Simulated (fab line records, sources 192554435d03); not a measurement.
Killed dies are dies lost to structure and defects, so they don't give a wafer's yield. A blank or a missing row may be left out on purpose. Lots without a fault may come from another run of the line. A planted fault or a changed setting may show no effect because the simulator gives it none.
Chamber matching | flow n5_finfet | N5_BEOL_M0_SAQP_SPACER2_ALD_26 on ald_sin-02: 4 sister chambers
The step deposits SiO2, target thk 15 nm, pulse time 1 s, purge time 2 s. 20 wafers are shown with their chamber, then 10 later ones without.

WAFERS WITH THEIR CHAMBER
wafer  | chamber | heater_power_w (W) | precursor_pulse_height_rel
L078.1 | 2       | 447                | 0.992
L078.2 | 0       | 449                | 0.979
L078.3 | 3       | 453                | 0.980
L078.4 | 1       | 464                | 1.007
L078.5 | 1       | 465                | 1.013
L078.6 | 0       | 438                | 0.987
L082.1 | 1       | 466                | 1.028
L082.3 | 0       | 434                | 0.983
L082.6 | 2       | 454                | 1.018
L087.1 | 0       | 430                | 0.997
L087.2 | 3       | 415                | 0.988
L087.3 | 2       | 443                | 0.994
L087.4 | 1       | 433                | 0.998
L087.5 | 3       | 401                | 0.990
L087.6 | 0       | 422                | 1.010
L089.1 | 2       | 456                | 0.994
L089.2 | 3       | 414                | 1.023
L089.3 | 1       | 427                | 0.999
L094.1 | 3       | 413                | 0.978
L094.5 | 3       | 421                | 1.020

SIGNATURES (means of the wafers above)
reading                    | chamber 0 | chamber 1 | chamber 2 | chamber 3 | scatter within a chamber
heater_power_w             | 434.60    | 451.00    | 450.00    | 419.50    | 14.9
precursor_pulse_height_rel | 0.99120   | 1.00900   | 0.99950   | 0.99650   | 0.0151
Rule: a wafer's distance from a chamber is the root of the sum, over the readings, of the square of ((its reading less the chamber's mean) divided by the reading's scatter). The wafer belongs to the nearest chamber; if the next one is less than 2 further off, it can't be placed. The scatter: the root of (the sum of the squares of (reading less its chamber's mean) over the shown wafers, divided by (wafers less chambers)).

WAFERS WITHOUT THEIR CHAMBER
wafer  | heater_power_w (W) | precursor_pulse_height_rel
L094.6 | 456                | 0.980
L095.4 | 420                | 0.987
L095.5 | 419                | 1.008
L095.6 | 427                | 0.978
L096.3 | 456                | 1.002
L096.4 | 412                | 1.025
L096.6 | 426                | 1.012
L097.3 | 435                | 1.007
L097.4 | 425                | 0.949
L097.5 | 439                | 0.999

WHICH CHAMBER EACH WENT THROUGH
wafer  | from the rows above               | in truth
L094.6 | can't be placed: 2 or 0 or 1 or 3 | 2
L095.4 | can't be placed: 3 or 0 or 2 or 1 | 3
L095.5 | can't be placed: 3 or 0 or 1 or 2 | 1
L095.6 | can't be placed: 0 or 3 or 2 or 1 | 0
L096.3 | can't be placed: 2 or 1 or 0      | 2
L096.4 | can't be placed: 3 or 0 or 1 or 2 | 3
L096.6 | can't be placed: 3 or 0 or 1 or 2 | 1
L097.3 | can't be placed: 0 or 1 or 2 or 3 | 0
L097.4 | can't be placed: 0 or 3 or 2 or 1 | 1
L097.5 | can't be placed: 0 or 2 or 1 or 3 | 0
Placed correctly: 0 of 10. Can't be placed from these rows: 10 (the true chamber is among the candidates in 10). Placed wrongly: 0.
